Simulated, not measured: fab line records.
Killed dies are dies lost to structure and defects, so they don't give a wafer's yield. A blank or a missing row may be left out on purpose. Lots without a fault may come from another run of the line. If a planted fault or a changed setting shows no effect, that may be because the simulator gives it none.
Chamber matching	flow n5-finfet	N5_MOL_CONTACT_COAG_ETCH_124 on rie-diel-02: 4 sister chambers
The step etches SiNx in CH3F/O2, stops on SiOC, target depth 6.5 nm. 4 wafers are shown with their chamber, then 7 later ones without.

== WAFERS WITH THEIR CHAMBER ==
wafer	chamber	drypump-motor-current-A (A)
L080.4	2	4.8
L080.5	1	5.7
L086.2	0	5.9
L086.3	3	5.2

== WAFERS WITH NO CHAMBER GIVEN ==
wafer	drypump-motor-current-A (A)
L086.6	4.8
L088.4	5.2
L088.5	5.7
L088.6	4.8
L091.2	4.8
L091.4	5.6
L091.6	5.7

== WHICH CHAMBER EACH WENT THROUGH ==
wafer	from the rows above	in truth
L086.6	2	2
L088.4	3	3
L088.5	1	1
L088.6	2	2
L091.2	2	2
L091.4	1	1
L091.6	1	1
7 of 7 placed correctly. Can't be placed from these rows: 0. 0 placed wrongly.
How it was worked out, from the rows above alone: a wafer's distance from a chamber is the root of the sum, over the readings, of the square of ((its reading less the chamber's mean) divided by the reading's scatter). The wafer belongs to the nearest chamber; if the next one is less than 2 further off, it can't be placed. For every chamber, the mean is computed from those of its wafers that are shown. The scatter (one wafer shown for each chamber): square how far every hidden wafer sits from the nearest shown wafer, average those squares and take the square root.
